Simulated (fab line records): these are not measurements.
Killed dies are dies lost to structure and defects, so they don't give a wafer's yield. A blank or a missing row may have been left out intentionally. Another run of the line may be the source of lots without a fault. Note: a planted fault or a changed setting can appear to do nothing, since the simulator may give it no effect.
Split-lot trial	flow n5_finfet	route with 1938 steps; 7 lots, 39 wafers read

== THE SPLIT ITSELF ==
At N5_WELL_APT_IMPLANT_14, the setting energy_kev was moved away from the recipe's 160 on 12 of the 39 wafers read, by -11.8% to +4.1%. The other wafers ran this setting at the recipe's value.

The split's own step is where the reading is taken.

== THE READING ==
implant.drp_nm (the simulator's own value, which no gauge read), in nm, at N5_WELL_APT_IMPLANT_14. There is no usual value for it anywhere in the file.

wafer	tool, chamber at the split	energy_kev as run	against the recipe	implant.drp_nm, nm	against lot-mates on the recipe
L074.1	implanter-02, 0	160	recipe	65.9	-
L074.2	implanter-02, 0	160	recipe	65.9	-
L074.3	implanter-02, 0	160	recipe	65.9	-
L074.4	implanter-02, 0	160	recipe	65.9	-
L074.5	implanter-02, 0	160	recipe	65.9	-
L074.6	implanter-02, 0	160	recipe	65.9	-
L075.1	implanter-02, 0	160	recipe	65.9	-
L075.5	implanter-02, 0	160	recipe	65.9	-
L075.6	implanter-02, 0	160	recipe	65.9	-
L075.2	implanter-02, 0	166.6	+4.1%	67.88	+1.98
L075.3	implanter-02, 0	166.6	+4.1%	67.88	+1.98
L075.4	implanter-02, 0	166.6	+4.1%	67.88	+1.98
L083.1	implanter-02, 0	166.1	+3.8%	67.73	+1.83
L083.3	implanter-02, 0	166.1	+3.8%	67.73	+1.83
L083.4	implanter-02, 0	166.1	+3.8%	67.73	+1.83
L083.2	implanter-02, 0	160	recipe	65.9	-
L083.5	implanter-02, 0	160	recipe	65.9	-
L083.6	implanter-02, 0	160	recipe	65.9	-
L086.1	implanter-02, 0	147.4	-7.9%	61.96	-3.94
L086.4	implanter-02, 0	147.4	-7.9%	61.96	-3.94
L086.6	implanter-02, 0	147.4	-7.9%	61.96	-3.94
L086.2	implanter-02, 0	160	recipe	65.9	-
L086.3	implanter-02, 0	160	recipe	65.9	-
L086.5	implanter-02, 0	160	recipe	65.9	-
L087.1	implanter-02, 0	141.1	-11.8%	59.86	-6.04
L087.5	implanter-02, 0	141.1	-11.8%	59.86	-6.04
L087.6	implanter-02, 0	141.1	-11.8%	59.86	-6.04
L087.2	implanter-02, 0	160	recipe	65.9	-
L087.3	implanter-02, 0	160	recipe	65.9	-
L087.4	implanter-02, 0	160	recipe	65.9	-
L091.1	implanter-02, 0	160	recipe	65.9	-
L091.3	implanter-02, 0	160	recipe	65.9	-
L091.4	implanter-02, 0	160	recipe	65.9	-
L095.1	implanter-01, 0	160	recipe	65.9	-
L095.2	implanter-01, 0	160	recipe	65.9	-
L095.3	implanter-01, 0	160	recipe	65.9	-
L095.4	implanter-01, 0	160	recipe	65.9	-
L095.5	implanter-01, 0	160	recipe	65.9	-
L095.6	implanter-01, 0	160	recipe	65.9	-

THE FIT
A straight line over all 39 wafers: implant.drp_nm changes by +0.503 nm for each +1% of energy_kev; r = +1.00; the points scatter about the line by 0.042 nm.
The same after taking each lot's own level away (the mean of its wafers on the recipe; 39 wafers): +0.503 nm for each +1%; r = +1.00; scatter 0.042 nm.
Per that fit: largest energy_kev move, reading shift of 5.9 nm.
The lots' own levels span 65.900 to 65.900 nm.
So the lot-to-lot level changes the slope little: the two slopes agree.
Check: for one of the wafers moved furthest among these (-11.8%), held out of the fit, the line's prediction against its lot-mates is -5.94 nm. Against them it came out at -6.04 nm.

== THE WHOLE CHAIN: every reading that the file lists as answering this split, in the file's order ==
step	what it does	reading	change (the file's fit)	r (the file's)
N5_WELL_APT_IMPLANT_14		implant.rp_nm (the simulator's own value, which no gauge read)	+2.11 nm for each +1% of the setting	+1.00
N5_WELL_APT_IMPLANT_14		implant.drp_nm (the simulator's own value, which no gauge read)	+0.504 nm for each +1% of the setting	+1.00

== FILE'S OWN FIT ==
implant.drp_nm changes by +0.504 nm for each +1% of energy_kev, r = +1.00.
